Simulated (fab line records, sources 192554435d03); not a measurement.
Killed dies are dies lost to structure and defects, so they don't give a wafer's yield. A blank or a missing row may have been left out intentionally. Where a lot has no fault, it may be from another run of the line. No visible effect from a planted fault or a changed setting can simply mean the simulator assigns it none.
What tool caused it? -- flow n5 finfet -- 36 wafers from 12 lots sampled at 5 of the route's 1938 steps

## WHAT THE GAUGES SHOWED, per wafer
N5_BEOL_M7_THK_MEAS_53: measures by xrf.
lot,measured,on,M7_THK (nm)
L075,day 9 14:40,film metro-02,78.0 78.4 78.2
L077,day 10 00:28,film metro-01,77.5 78.4 77.3
L079,day 10 08:26,film metro-02,76.1 79.7 77.3
L082,day 10 23:58,film metro-01,78.0 78.4 79.4
L083,day 11 01:53,film metro-02,79.4 81.1 77.4
L085,day 11 21:58,film metro-01,78.5 77.8 76.1
L086,day 12 05:22,film metro-01,77.0 78.2 80.0
L089,day 13 04:28,film metro-01,74.6 78.7 77.4
L091,day 13 12:43,film metro-02,76.5 79.3 78.7
L092,day 13 18:13,film metro-01,79.3 77.3 79.5
L095,day 14 05:02,film metro-02,79.5 78.5 76.7
L096,day 15 01:01,film metro-02,73.9 76.4 77.7

## WHICH TOOL RAN EACH LOT (tool, then ch and the chambers of the sampled wafers, then the start)
lot,N5_BEOL_M7_DESCUM_33,N5_BEOL_M7_TRENCH_ETCH_37,N5_BEOL_M7_CURE_75,N5_BEOL_M7_SPUTTER_48
L075,"rie diel-05 ch 0,2,3, day 9 10:58","rie diel-05 ch 0,2,3, day 9 11:35 or earlier","uv cure-03 ch 2, day 9 11:35","pvd sputter-03, day 9 13:25"
L077,"rie diel-06 ch 0,2,3, day 9 21:06","rie diel-06 ch 0,2,3, day 9 21:52 or earlier","uv cure-03 ch 1, day 9 21:52","pvd sputter-01, day 9 23:30"
L079,"rie diel-05 ch 0,1,3, day 10 05:36","rie diel-05 ch 0,1,3, day 10 06:21 or earlier","uv cure-03 ch 1, day 10 06:21","pvd sputter-03, day 10 07:37"
L082,"rie diel-05 ch 0,3, day 10 20:02","rie diel-05 ch 0,3, day 10 20:43 or earlier","uv cure-01 ch 0, day 10 20:43","pvd sputter-03, day 10 23:02"
L083,"rie diel-06 ch 0,2,3, day 10 22:53","rie diel-06 ch 0,2,3, day 10 23:31 or earlier","uv cure-01 ch 0, day 10 23:31","pvd sputter-01, day 11 00:53"
L085,"rie diel-06 ch 0,1,3, day 11 18:59","rie diel-06 ch 0,1,3, day 11 19:38 or earlier","uv cure-03 ch 2, day 11 19:38","pvd sputter-03, day 11 21:01"
L086,"rie diel-05 ch 0,1,2, day 12 02:07","rie diel-05 ch 0,1,2, day 12 02:44 or earlier","uv cure-01 ch 1, day 12 02:44","pvd sputter-03, day 12 04:05"
L089,"rie diel-06 ch 1,2, day 13 01:54","rie diel-06 ch 1,2, day 13 02:32 or earlier","uv cure-01 ch 1, day 13 02:32","pvd sputter-03, day 13 03:37"
L091,"rie diel-03 ch 0,2, day 13 09:34","rie diel-03 ch 0,2, day 13 10:17 or earlier","uv cure-03 ch 2, day 13 10:17","pvd sputter-02, day 13 11:55"
L092,"rie diel-06 ch 1,2, day 13 14:03","rie diel-06 ch 1,2, day 13 14:40 or earlier","uv cure-03 ch 2, day 13 14:40","pvd sputter-02, day 13 17:25"
L095,"rie diel-06 ch 1,2,3, day 14 01:50","rie diel-06 ch 1,2,3, day 14 02:31 or earlier","uv cure-02 ch 1, day 14 02:31","pvd sputter-03, day 14 04:14"
L096,"rie diel-03 ch 1,3, day 14 20:35","rie diel-03 ch 1,3, day 14 21:12 or earlier","uv cure-02 ch 1, day 14 21:12","pvd sputter-03, day 15 00:08"
- N5_BEOL_M7_DESCUM_33: chemistry O2, time 7 s.
- N5_BEOL_M7_TRENCH_ETCH_37: etches SiCOH lowk in C4F6/O2, target depth 93.478 nm, time 31.2 s.
- N5_BEOL_M7_CURE_75: cures SiCOH lowk, time 120 s.
- N5_BEOL_M7_SPUTTER_48: material Cu, target thk 10 nm, time 1.667 s.

## THE ANSWER, worked out from the rows above alone
Rule: what is usual is taken from the lots themselves. Put in order of their means at a reading, lots are off if they are a third of the lots or fewer, leave a main group of 4 or more, and stand apart from it by a gap of 3 or more times the standard deviation of the main group's means; of several such gaps the widest counts. Not used: any main group whose means are identical at the precision the tables above print for the reading. Also off: a lot with no number at a reading for which 4 or more lots have one. All remaining lots with rows at the step are treated as sound.
None of the lots is off at any reading shown; this tells nothing.

## WHAT THE SIMULATOR HAD PUT IN
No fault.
